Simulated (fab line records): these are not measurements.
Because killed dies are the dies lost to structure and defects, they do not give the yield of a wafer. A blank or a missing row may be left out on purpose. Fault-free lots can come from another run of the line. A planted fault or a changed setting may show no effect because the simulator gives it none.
Comparing a struck lot with a sound one || flow nand-harc || 15 steps out of a route of 1302
Sound: wafers L712.3, L712.4, L712.6. Struck: wafer L728.5 (left out: L728.2, L728.4 of the same lot, which were not struck); the cause appears at the end.
Per side, at each step with rows, come the tool, then ch with its chambers, and then its first start. Under that, the readings that differ: sound wafers || struck wafers || difference of the means || sigmas: that difference in standard deviations of wafers without a fault.
alike: words and numbers the same on both sides, and readings whose means are apart by under 2 such deviations; not compared: readings that were withheld, readings missing a value for some wafer, numbers with overlapping values and no deviation given by the record, and bounds like >300 which may hide the same value.
The two part at a step that has a row with sigmas, a row that says differs or no value, or rows on one side only. Numbers that don't overlap but have no deviation are shown without sigmas and don't part them. A reading that every wafer of one side lacks parts them only if that side has two wafers or more.

first, 7 steps without rows for these wafers: NHARC_A_CONTACT_COAT_35 (time 65 s); NHARC_A_CONTACT_COAT_36 (resist thk 90 nm); NHARC_A_CONTACT_SOFTBAKE_37 (time 55 s); NHARC_A_CONTACT_EBR_38; NHARC_A_CONTACT_EXPOSE_39 (exposes mask A CC 3); NHARC_A_CONTACT_PEB_40 (peb time 65 s); NHARC_A_CONTACT_DEVELOP_41 (develop time 35 s).
NHARC_A_CONTACT_CD_MEAS_42 targets a cd of 300 nm.
  sound on cd-sem-03 ch 0, day 22 04:35; struck on cd-sem-03 ch 0, day 28 15:52
  alike: cd-nm
NHARC_A_CONTACT_OVL_MEAS_43:
  struck on overlay-02, day 28 15:56; sound on overlay-01, day 22 04:40
{"reading": "overlay-x-nm (nm)", "sound": "1.1 0.6 0.7", "struck": -2.1, "difference": -2.9, "sigmas": -4}
  alike: overlay-y-nm
NHARC_A_CONTACT_INSPECT_44:
  struck on defect-inspect-01, day 28 15:59; sound on defect-inspect-02, day 22 04:42
{"reading": "raw-defect-count", "sound": "93 84 112", "struck": 17, "difference": -79, "sigmas": -2}
NHARC_A_CONTACT_DESCUM_47: chemistry O2, time 3 s.
  sound on rie-diel-10 ch 1,2, day 22 04:46; struck on rie-diel-12 ch 2, day 28 16:03
  alike: drypump-motor-current-A, oes-product-au, rf-vpp-V, showerhead-plenum-p-Torr, throttle-valve-pct
  not compared: rf-hours-counter-h
NHARC_A_CONTACT_ETCH_48: etches the open film in CF4, target depth 39 nm, time 65 s.
  sound on rie-diel-10 ch 2,3, day 22 04:50; struck on rie-diel-12 ch 1, day 28 16:08
  alike: bias-w, drypump-motor-current-A, oes-product-au, rf-vpp-V, run-length-s, showerhead-plenum-p-Torr, throttle-valve-pct
  not compared: rf-hours-counter-h
NHARC_A_CONTACT_ETCH_49: etches the open film in N2/H2, target depth 260 nm, time 475.3 s.
  sound on rie-diel-10 ch 0,1, day 22 04:58; struck on rie-diel-12 ch 0, day 28 16:13
{"reading": "rf-vpp-V (V)", "sound": "430.4 429.7 431.1", "struck": 436.2, "difference": "+5.8", "sigmas": "+2"}
{"reading": "run-length-s (s)", "sound": "496.6 496.5 496.7", "struck": 330.3, "difference": -166.3, "sigmas": "-99 or more"}
{"reading": "showerhead-plenum-p-Torr (Torr)", "sound": "2.03 2.01 2.01", "struck": 2.22, "difference": "+0.20", "sigmas": "+2"}
  alike: drypump-motor-current-A, oes-product-au, throttle-valve-pct
  not compared: bias-w, rf-hours-counter-h
NHARC_A_CONTACT_ETCH_50: etches the open film in CF4/CHF3, target depth 121 nm, time 60.5 s.
  sound: rie-diel-10 ch 1,2,3; struck: rie-diel-12 ch 3
  alike: bias-w, drypump-motor-current-A, oes-product-au, rf-vpp-V, run-length-s, showerhead-plenum-p-Torr, throttle-valve-pct
  not compared: rf-hours-counter-h
-- break in the record here, with 3 days between the starts of the struck wafers on either side (left off in module A_CONTACT, picked up again in module END, where the first step shown is number 1302 on the route) --
NHARC_END_SORT_01:
  sound on prober-01 ch 0, day 26 01:40; struck on prober-02 ch 0, day 31 16:33
{"reading": "hold", "sound": "- - -", "struck": "await-dispo/3.8h/release", "difference": "no value on the sound wafers", "sigmas": ""}
{"reading": "killed-at-array", "sound": "42 63 48", "struck": 674, "difference": "+623", "sigmas": "+35"}
{"reading": "killed-at-periphery", "sound": "10 5 5", "struck": 1, "difference": -6, "sigmas": -2}
{"reading": "killed-dies", "sound": "52 72 54", "struck": 677, "difference": "+618", "sigmas": "+34"}
  alike: killed-at-other, killed-open, killed-short

== WHERE THEY PART ==
First at NHARC_A_CONTACT_OVL_MEAS_43; last, within this record, at NHARC_END_SORT_01.

WHY: what had been put in by the simulator
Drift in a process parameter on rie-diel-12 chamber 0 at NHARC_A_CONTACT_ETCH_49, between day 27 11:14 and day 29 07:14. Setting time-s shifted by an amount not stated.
